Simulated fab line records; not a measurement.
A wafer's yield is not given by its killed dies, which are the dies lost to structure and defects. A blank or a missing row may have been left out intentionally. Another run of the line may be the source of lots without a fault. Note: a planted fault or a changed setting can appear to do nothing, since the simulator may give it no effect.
Chamber matching    flow nandHarc    NHARC_A_CONTACT_DESCUM_74 on rieDiel-07: 4 sister chambers
The step chemistry O2, time 3 s. 4 wafers are shown with their chamber, then 11 later ones without.

## EACH WAFER AND ITS CHAMBER
wafer   chamber  oesProductAu (a.u.)
L083.1  0        0.978
L083.6  2        1.021
L086.6  3        1.010
L090.2  1        1.004

## WAFERS WHOSE CHAMBER IS MISSING
wafer   oesProductAu (a.u.)
L090.5  0.990
L090.6  0.988
L091.1  1.009
L091.3  0.986
L091.6  0.998
L094.1  0.981
L094.2  0.990
L094.4  1.030
L096.2  1.031
L096.5  1.036
L096.6  0.997

## WHICH CHAMBER EACH WENT THROUGH
wafer   from the rows above                in truth
L090.5  can't be placed: 0 or 1 or 3       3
L090.6  can't be placed: 0 or 1 or 3       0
L091.1  can't be placed: 3 or 1 or 2       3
L091.3  can't be placed: 0 or 1 or 3       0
L091.6  can't be placed: 1 or 3 or 0 or 2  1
L094.1  0                                  0
L094.2  can't be placed: 0 or 1 or 3       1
L094.4  can't be placed: 2 or 3 or 1       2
L096.2  can't be placed: 2 or 3 or 1       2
L096.5  can't be placed: 2 or 3 or 1       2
L096.6  can't be placed: 1 or 3 or 0 or 2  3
Correctly placed: 1 of 11. From these rows, 10 cannot be placed; in 10 the true chamber is one of the candidates. 0 placed wrongly.
How it was worked out, from the rows above alone: a wafer's distance from a chamber is the root of the sum, over the readings, of the square of ((its reading less the chamber's mean) divided by the reading's scatter). The wafer belongs to the nearest chamber; if the next one is less than 2 further off, it can't be placed. The mean given for a chamber averages the wafers shown for that chamber. The scatter: with one shown wafer a chamber, the root of the mean of the squares of how far each hidden wafer lies from its nearest shown one.
